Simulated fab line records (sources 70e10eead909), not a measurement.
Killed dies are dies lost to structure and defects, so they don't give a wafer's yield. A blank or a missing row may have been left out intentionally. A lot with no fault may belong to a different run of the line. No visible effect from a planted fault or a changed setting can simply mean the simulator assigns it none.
Matching of chambers -- flow nandHarc -- 4 sister chambers for NHARC_A_STAIRCASE_DESCUM_186 on rieDiel-13
The step chemistry O2, time 3 s. 14 wafers are shown with their chamber, then 7 later ones without.

EACH WAFER AND ITS CHAMBER
wafer,chamber,drypumpMotorCurrentA (A),showerheadPlenumPTorr (Torr),oesProductAu (a.u.)
L075.2,0,6.1,1.91,1.007
L075.3,2,5.6,1.98,1.005
L075.5,1,5.1,2.06,0.997
L079.2,2,5.6,1.97,1.001
L079.4,3,6.4,1.78,1.018
L079.6,2,5.6,1.97,1.008
L084.4,2,5.6,1.97,1.004
L084.5,2,5.6,1.97,0.995
L084.6,3,6.4,1.77,1.003
L085.2,3,6.4,1.77,0.998
L085.3,0,6.0,1.90,1.013
L085.5,3,6.4,1.77,0.997
L086.2,1,5.1,2.05,0.993
L086.3,2,5.6,1.97,1.003

SIGNATURES (averages over the wafers above)
reading,chamber 0,chamber 1,chamber 2,chamber 3,scatter within a chamber
drypumpMotorCurrentA,6.050,5.100,5.600,6.400,0.0224
showerheadPlenumPTorr,1.9050,2.0550,1.9717,1.7725,0.00508
oesProductAu,1.01000,0.99500,1.00267,1.00400,0.00637
Rule: a wafer lies at a distance from a chamber equal to the root of the sum of squares, over the readings, of (its reading less the chamber's mean, divided by the reading's scatter). If the next closest chamber is less than 2 further off than the closest, the wafer can't be placed; otherwise it belongs to the closest. The scatter: the root of (the sum of the squares of (reading less its chamber's mean) over the shown wafers, divided by (wafers less chambers)).

WAFERS WHOSE CHAMBER IS MISSING
wafer,drypumpMotorCurrentA (A),showerheadPlenumPTorr (Torr),oesProductAu (a.u.)
L086.6,6.4,1.77,1.007
L090.1,6.4,1.77,1.005
L090.2,5.6,1.96,0.988
L090.6,5.6,1.96,0.995
L095.1,5.1,2.04,0.993
L095.2,6.4,2.07,0.997
L095.5,6.4,2.07,1.006

WHICH CHAMBER EACH WENT THROUGH
wafer,from the rows above,in truth
L086.6,3,3
L090.1,3,3
L090.2,2,2
L090.6,2,2
L095.1,1,1
L095.2,0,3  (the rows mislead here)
L095.5,0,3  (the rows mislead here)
Placed correctly: 5 of 7. Not placeable from these rows: 0. Placed wrongly: 2.
